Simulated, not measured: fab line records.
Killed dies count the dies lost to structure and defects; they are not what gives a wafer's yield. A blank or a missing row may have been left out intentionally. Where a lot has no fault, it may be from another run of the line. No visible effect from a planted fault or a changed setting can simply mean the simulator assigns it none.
Which tool is to blame? | flow n5Finfet | 72 wafers from 24 lots sampled at 6 of the route's 1938 steps

== WHAT EACH GAUGE READ, for each wafer ==
Not one reading of a measure or inspect step in the record can be checked against a usual standard deviation.

== WHAT TOOL EACH LOT RAN ON (gives the tool, then ch and the chambers of the sampled wafers, and finally the start) ==
lot  | N5_BEOL_M0_SAQP_CUT_ETCH_46       | N5_BEOL_M0_SAQP_ALD_48           | N5_BEOL_M0_ETCH_138               | N5_BEOL_M0_SURFACE_TREAT_137 | N5_BEOL_M0_ANNEAL_135       | N5_BEOL_M0_SPUTTER_141
L074 | rieDiel-04 ch 0,2,3, day 5 16:53  | aldSin-02 ch 0,1,3, day 5 17:37  | rieDiel-02 ch 1,2,3, day 5 19:12  | pvdSputter-02, day 6 00:53   | pvdSputter-02, day 6 01:31  | pvdSputter-02, day 6 01:34
L075 | rieDiel-03 ch 0,1,2, day 5 23:56  | aldSin-04 ch 1,2,3, day 6 00:18  | rieDiel-01 ch 1,3, day 6 01:29    | pvdSputter-02, day 6 03:42   | pvdSputter-03, day 6 04:22  | pvdSputter-03, day 6 04:25
L076 | rieDiel-03 ch 0,2,3, day 6 06:05  | aldSin-04 ch 1,2,3, day 6 07:28  | rieDiel-05 ch 0,1,3, day 6 08:59  | pvdSputter-02, day 6 14:35   | pvdSputter-02, day 6 15:22  | pvdSputter-02, day 6 15:24
L077 | rieDiel-04 ch 1,2, day 6 11:18    | aldSin-01 ch 0,1,3, day 6 11:30  | rieDiel-02 ch 2,3, day 6 12:41    | pvdSputter-01, day 6 17:40   | pvdSputter-03, day 6 18:40  | pvdSputter-03, day 6 18:43
L078 | rieDiel-06 ch 0,1,2, day 6 21:49  | aldSin-01 ch 0,1, day 6 22:17    | rieDiel-02 ch 1,3, day 6 23:53    | pvdSputter-01, day 7 05:09   | pvdSputter-03, day 7 05:43  | pvdSputter-03, day 7 05:46
L079 | rieDiel-03 ch 0,1,2, day 7 01:03  | aldSin-04 ch 0,2,3, day 7 01:15  | rieDiel-01 ch 0,1,2, day 7 02:58  | pvdSputter-03, day 7 06:21   | pvdSputter-01, day 7 06:56  | pvdSputter-01, day 7 06:58
L080 | rieDiel-03 ch 1,2,3, day 7 14:13  | aldSin-01 ch 0,1,2, day 7 14:56  | rieDiel-05 ch 0,1,3, day 7 16:14  | pvdSputter-01, day 7 19:38   | pvdSputter-02, day 7 20:11  | pvdSputter-02, day 7 20:13
L081 | rieDiel-03 ch 0,2, day 7 15:53    | aldSin-01 ch 1,2,3, day 7 16:05  | rieDiel-05 ch 0,1, day 7 17:28    | pvdSputter-02, day 7 19:28   | pvdSputter-01, day 7 20:21  | pvdSputter-01, day 7 20:23
L082 | rieDiel-03 ch 0,1,3, day 7 19:55  | aldSin-02 ch 0,2,3, day 7 20:30  | rieDiel-05 ch 0,2, day 7 22:04    | pvdSputter-01, day 8 04:31   | pvdSputter-02, day 8 05:05  | pvdSputter-02, day 8 05:08
L083 | rieDiel-03 ch 0,2,3, day 8 01:24  | aldSin-04 ch 0,1,2, day 8 02:36  | rieDiel-01 ch 0,1,3, day 8 03:55  | pvdSputter-02, day 8 06:01   | pvdSputter-03, day 8 06:30  | pvdSputter-03, day 8 06:32
L084 | rieDiel-06 ch 0,1,3, day 8 07:34  | aldSin-02 ch 1,2,3, day 8 08:05  | rieDiel-01 ch 1,3, day 8 09:21    | pvdSputter-02, day 8 12:52   | pvdSputter-01, day 8 13:22  | pvdSputter-01, day 8 13:24
L085 | rieDiel-04 ch 0,1,3, day 8 12:56  | aldSin-04 ch 0,1,2, day 8 13:08  | rieDiel-05 ch 0,1,3, day 8 15:07  | pvdSputter-01, day 8 19:05   | pvdSputter-01, day 8 19:41  | pvdSputter-01, day 8 19:44
L086 | rieDiel-06 ch 0,1, day 8 23:37    | aldSin-04 ch 0,2, day 9 00:06    | rieDiel-02 ch 0,1,3, day 9 01:26  | pvdSputter-01, day 9 05:35   | pvdSputter-02, day 9 06:18  | pvdSputter-02, day 9 06:20
L087 | rieDiel-06 ch 0,2,3, day 9 05:02  | aldSin-01 ch 0,1,2, day 9 05:14  | rieDiel-01 ch 1,3, day 9 06:46    | pvdSputter-01, day 9 10:27   | pvdSputter-03, day 9 10:59  | pvdSputter-03, day 9 11:01
L088 | rieDiel-04 ch 1,3, day 9 10:10    | aldSin-01 ch 1,3, day 9 10:25    | rieDiel-05 ch 0,1, day 9 11:50    | pvdSputter-01, day 9 17:59   | pvdSputter-01, day 9 18:34  | pvdSputter-01, day 9 18:37
L089 | rieDiel-06 ch 2,3, day 9 14:01    | aldSin-02 ch 0,2,3, day 9 14:17  | rieDiel-01 ch 1,2,3, day 9 15:29  | pvdSputter-03, day 9 17:20   | pvdSputter-01, day 9 17:52  | pvdSputter-01, day 9 17:55
L090 | rieDiel-06 ch 0,1,3, day 9 21:40  | aldSin-01 ch 0,1,3, day 9 21:52  | rieDiel-02 ch 0,2,3, day 9 23:32  | pvdSputter-02, day 10 01:44  | pvdSputter-03, day 10 02:15 | pvdSputter-03, day 10 02:17
L091 | rieDiel-04 ch 0,3, day 10 05:51   | aldSin-01 ch 0,1,3, day 10 06:03 | rieDiel-01 ch 0,1,2, day 10 07:18 | pvdSputter-03, day 10 10:58  | pvdSputter-01, day 10 11:43 | pvdSputter-01, day 10 11:46
L092 | rieDiel-06 ch 0,3, day 10 09:47   | aldSin-04 ch 1,2,3, day 10 10:00 | rieDiel-01 ch 1,2,3, day 10 11:22 | pvdSputter-01, day 10 17:13  | pvdSputter-01, day 10 17:44 | pvdSputter-01, day 10 17:47
L093 | rieDiel-04 ch 0,3, day 10 17:20   | aldSin-04 ch 1,2,3, day 10 17:42 | rieDiel-02 ch 1,2, day 10 19:01   | pvdSputter-02, day 10 21:35  | pvdSputter-01, day 10 22:22 | pvdSputter-01, day 10 22:24
L094 | rieDiel-03 ch 1,2, day 10 20:23   | aldSin-01 ch 1,2,3, day 10 20:35 | rieDiel-02 ch 0,2,3, day 10 21:54 | pvdSputter-01, day 11 00:50  | pvdSputter-01, day 11 01:34 | pvdSputter-01, day 11 01:36
L095 | rieDiel-03 ch 0,2, day 10 20:56   | aldSin-01 ch 1,2,3, day 10 21:08 | rieDiel-02 ch 1,3, day 10 22:54   | pvdSputter-03, day 11 03:09  | pvdSputter-02, day 11 04:56 | pvdSputter-02, day 11 04:59
L096 | rieDiel-06 ch 1,2,3, day 11 11:33 | aldSin-02 ch 0,3, day 11 12:32   | rieDiel-05 ch 0,1,2, day 11 14:09 | pvdSputter-02, day 11 16:18  | pvdSputter-03, day 11 17:00 | pvdSputter-03, day 11 17:02
L097 | rieDiel-03 ch 0,1,2, day 11 17:46 | aldSin-02 ch 0,3, day 11 18:13   | rieDiel-05 ch 0,2,3, day 11 19:31 | pvdSputter-03, day 11 23:18  | pvdSputter-03, day 11 23:59 | pvdSputter-03, day 12 00:01
- N5_BEOL_M0_SAQP_CUT_ETCH_46: etches SOC in N2/H2, target depth 135 nm, overetch 27 nm, time 202.5 s.
- N5_BEOL_M0_SAQP_ALD_48: deposits SiO2, target thk 20 nm, pulse time 1 s, co reactant pulse time 1 s.
- N5_BEOL_M0_ETCH_138: etches SiCN in CH3F/O2, target depth 12 nm, time 31.6 s.
- N5_BEOL_M0_SURFACE_TREAT_137
- N5_BEOL_M0_ANNEAL_135: time 60 s.
- N5_BEOL_M0_SPUTTER_141: material Cu, target thk 4 nm, time 7.37 s.

== AS READ BY THE TOOLS THEMSELVES (means over the sampled wafers that have a number; for cases with no such wafer, the mark the record gives instead) ==
N5_BEOL_M0_SAQP_CUT_ETCH_46.
lot  | tool       | drypumpMotorCurrentA (A) | h2FlowSccm (sccm) | rfVppV (V) | showerheadPlenumPTorr (Torr) | throttleValvePct (%)
L074 | rieDiel-04 | 5.7                      | 199.3             | 522.4      | 2.46                         | 17.65
L075 | rieDiel-03 | 6.0                      | 200.0             | 522.7      | 2.50                         | 17.83
L076 | rieDiel-03 | 6.0                      | 199.9             | 522.8      | 2.50                         | 17.71
L077 | rieDiel-04 | 6.2                      | 199.7             | 526.3      | 2.62                         | 17.66
L078 | rieDiel-06 | 5.9                      | 199.6             | 523.0      | 2.50                         | 17.89
L079 | rieDiel-03 | 6.0                      | 200.5             | 523.0      | 2.50                         | 17.85
L080 | rieDiel-03 | 5.9                      | 200.5             | 521.0      | 2.43                         | 17.74
L081 | rieDiel-03 | 6.1                      | 199.8             | 525.2      | 2.55                         | 17.84
L082 | rieDiel-03 | 5.6                      | 200.1             | 522.0      | 2.47                         | 17.91
L083 | rieDiel-03 | 6.0                      | 200.5             | 522.7      | 2.49                         | 17.73
L084 | rieDiel-06 | 5.9                      | 200.8             | 521.2      | 2.44                         | 17.83
L085 | rieDiel-04 | 5.7                      | 199.9             | 522.3      | 2.46                         | 17.50
L086 | rieDiel-06 | 6.0                      | 199.6             | 522.1      | 2.46                         | 17.89
L087 | rieDiel-06 | 5.8                      | 200.0             | 522.0      | 2.48                         | 17.85
L088 | rieDiel-04 | 5.8                      | 200.6             | 521.1      | 2.43                         | 17.48
L089 | rieDiel-06 | 5.9                      | 199.9             | 523.4      | 2.49                         | 17.78
L090 | rieDiel-06 | 5.9                      | 199.8             | 520.5      | 2.44                         | 17.83
L091 | rieDiel-04 | 5.6                      | 199.7             | 518.9      | 2.36                         | 17.51
L092 | rieDiel-06 | 5.7                      | 200.4             | 519.9      | 2.40                         | 17.84
L093 | rieDiel-04 | 5.6                      | 200.0             | 519.6      | 2.36                         | 17.52
L094 | rieDiel-03 | 6.2                      | 199.8             | 521.9      | 2.45                         | 17.44
L095 | rieDiel-03 | 6.0                      | 199.7             | 523.4      | 2.54                         | 17.73
L096 | rieDiel-06 | 6.0                      | 200.5             | 523.3      | 2.50                         | 17.72
L097 | rieDiel-03 | 6.0                      | 199.7             | 522.8      | 2.48                         | 17.76

N5_BEOL_M0_SAQP_ALD_48.
lot  | tool      | heaterPowerW (W) | precursorPulseHeightRel
L074 | aldSin-02 | 73               | 1.002
L075 | aldSin-04 | 81               | 1.007
L076 | aldSin-04 | 81               | 0.992
L077 | aldSin-01 | 76               | 1.004
L078 | aldSin-01 | 74               | 1.010
L079 | aldSin-04 | 79               | 0.998
L080 | aldSin-01 | 77               | 0.997
L081 | aldSin-01 | 78               | 1.001
L082 | aldSin-02 | 77               | 1.019
L083 | aldSin-04 | 73               | 0.981
L084 | aldSin-02 | 75               | 0.990
L085 | aldSin-04 | 74               | 0.992
L086 | aldSin-04 | 72               | 0.997
L087 | aldSin-01 | 77               | 1.003
L088 | aldSin-01 | 79               | 1.021
L089 | aldSin-02 | 77               | 0.967
L090 | aldSin-01 | 77               | 0.993
L091 | aldSin-01 | 76               | 0.998
L092 | aldSin-04 | 81               | 1.006
L093 | aldSin-04 | 82               | 1.000
L094 | aldSin-01 | 77               | 1.042
L095 | aldSin-01 | 77               | 0.999
L096 | aldSin-02 | 71               | 0.996
L097 | aldSin-02 | 72               | 0.962

N5_BEOL_M0_ETCH_138.
lot  | tool       | CH3F_flow_sccm (sccm) | drypumpMotorCurrentA (A) | etchRfOnTimeS (s) | oesProductAu (a.u.) | rfVppV (V) | showerheadPlenumPTorr (Torr) | throttleValvePct (%)
L074 | rieDiel-02 | 30.03                 | 5.5                      | 28.7              | 0.70                | 298.9      | 2.10                         | 16.31
L075 | rieDiel-01 | 30.02                 | 5.7                      | 29.7              | 0.71                | 299.0      | 2.06                         | 16.53
L076 | rieDiel-05 | 30.05                 | 5.4                      | 29.0              | 0.74                | 297.7      | 2.03                         | 16.18
L077 | rieDiel-02 | 30.04                 | 6.0                      | 28.8              | 0.72                | 298.7      | 2.10                         | 16.33
L078 | rieDiel-02 | 29.91                 | 5.1                      | 29.1              | 0.68                | 299.0      | 2.08                         | 16.33
L079 | rieDiel-01 | 29.94                 | 5.6                      | 29.0              | 0.69                | 297.2      | 2.00                         | 16.28
L080 | rieDiel-05 | 29.96                 | 5.4                      | 28.2              | 0.72                | 298.4      | 2.02                         | 16.20
L081 | rieDiel-05 | 29.97                 | 5.5                      | 28.6              | 0.70                | 298.5      | 2.05                         | 16.09
L082 | rieDiel-05 | 30.00                 | 5.3                      | 29.3              | 0.65                | 297.3      | 2.01                         | 16.32
L083 | rieDiel-01 | 30.08                 | 5.8                      | 29.1              | 0.67                | 297.4      | 2.01                         | 16.54
L084 | rieDiel-01 | 30.05                 | 5.7                      | 30.0              | 0.72                | 299.5      | 2.09                         | 16.53
L085 | rieDiel-05 | 30.02                 | 5.4                      | 28.5              | 0.71                | 298.1      | 2.02                         | 16.23
L086 | rieDiel-02 | 30.05                 | 5.0                      | 29.8              | 0.66                | 298.4      | 2.04                         | 16.30
L087 | rieDiel-01 | 30.05                 | 5.7                      | 29.2              | 0.67                | 297.7      | 2.06                         | 16.60
L088 | rieDiel-05 | 29.92                 | 5.5                      | 28.7              | 0.72                | 296.1      | 2.00                         | 16.25
L089 | rieDiel-01 | 30.09                 | 5.5                      | 29.3              | 0.68                | 298.8      | 2.05                         | 16.36
L090 | rieDiel-02 | 30.07                 | 5.5                      | 28.5              | 0.67                | 297.9      | 2.04                         | 16.31
L091 | rieDiel-01 | 30.10                 | 5.6                      | 29.1              | 0.74                | 299.0      | 2.08                         | 16.15
L092 | rieDiel-01 | 30.00                 | 5.5                      | 29.2              | 0.68                | 298.5      | 2.04                         | 16.37
L093 | rieDiel-02 | 30.09                 | 5.4                      | 31.0              | 0.68                | 299.9      | 2.12                         | 16.36
L094 | rieDiel-02 | 30.00                 | 5.5                      | 28.1              | 0.66                | 298.1      | 2.04                         | 16.33
L095 | rieDiel-02 | 29.95                 | 5.1                      | 29.5              | 0.65                | 297.0      | 2.04                         | 16.42
L096 | rieDiel-05 | 29.98                 | 5.4                      | 28.0              | 0.72                | 297.2      | 2.02                         | 16.12
L097 | rieDiel-05 | 30.01                 | 5.2                      | 28.3              | 0.74                | 297.7      | 1.99                         | 16.23

N5_BEOL_M0_ANNEAL_135.
lot  | tool          | heaterPowerW (W)
L074 | pvdSputter-02 | 851
L075 | pvdSputter-03 | 700
L076 | pvdSputter-02 | 838
L077 | pvdSputter-03 | 692
L078 | pvdSputter-03 | 769
L079 | pvdSputter-01 | 809
L080 | pvdSputter-02 | 844
L081 | pvdSputter-01 | 830
L082 | pvdSputter-02 | 840
L083 | pvdSputter-03 | 792
L084 | pvdSputter-01 | 803
L085 | pvdSputter-01 | 803
L086 | pvdSputter-02 | 867
L087 | pvdSputter-03 | 781
L088 | pvdSputter-01 | 774
L089 | pvdSputter-01 | 794
L090 | pvdSputter-03 | 809
L091 | pvdSputter-01 | 759
L092 | pvdSputter-01 | 779
L093 | pvdSputter-01 | 801
L094 | pvdSputter-01 | 854
L095 | pvdSputter-02 | 855
L096 | pvdSputter-03 | 786
L097 | pvdSputter-03 | 668

N5_BEOL_M0_SPUTTER_141.
lot  | tool          | chuckSensorTempC (C) | throttleValvePct (%)
L074 | pvdSputter-02 | -15.8                | 29.8
L075 | pvdSputter-03 | -15.4                | 30.2
L076 | pvdSputter-02 | -15.9                | 29.1
L077 | pvdSputter-03 | -15.5                | 29.7
L078 | pvdSputter-03 | -15.1                | 29.9
L079 | pvdSputter-01 | -15.9                | 29.5
L080 | pvdSputter-02 | -15.7                | 29.2
L081 | pvdSputter-01 | -16.0                | 30.6
L082 | pvdSputter-02 | -15.7                | 29.4
L083 | pvdSputter-03 | -15.1                | 30.2
L084 | pvdSputter-01 | -15.8                | 30.1
L085 | pvdSputter-01 | -15.8                | 30.2
L086 | pvdSputter-02 | -16.0                | 28.8
L087 | pvdSputter-03 | -15.0                | 30.0
L088 | pvdSputter-01 | -16.0                | 30.3
L089 | pvdSputter-01 | -15.9                | 29.2
L090 | pvdSputter-03 | -15.2                | 30.1
L091 | pvdSputter-01 | -15.9                | 29.5
L092 | pvdSputter-01 | -15.9                | 29.7
L093 | pvdSputter-01 | -16.2                | 29.4
L094 | pvdSputter-01 | -15.9                | 29.8
L095 | pvdSputter-02 | -15.9                | 29.3
L096 | pvdSputter-03 | -15.2                | 29.7
L097 | pvdSputter-03 | -15.4                | 30.0

== THE ANSWER, worked out from the rows above alone ==
Rule: the lots themselves supply what counts as usual. The widest of any qualifying gaps counts: lots, ordered by their means at a reading, are off when they make up no more than a third of the lots, leave a main group of 4 or more, and stand apart from it by 3 or more times the standard deviation of that group's means. If all means in a main group match to the digits the tables above print for the reading, that group is not used. A lot without any number at a reading at which 4 lots or more have one is off too. Where the step has rows for the other lots, those lots are counted as sound. Order of review: gauges by route order, followed by the tools' own readings, for which a lot's mean as printed above is used. At the first step where some lot is off, the reading lying furthest off is the one used; lots without a number count as furthest.
Across all readings shown, no lot is off: no conclusion can be drawn from this.

== WHAT HAD BEEN PUT IN BY THE SIMULATOR ==
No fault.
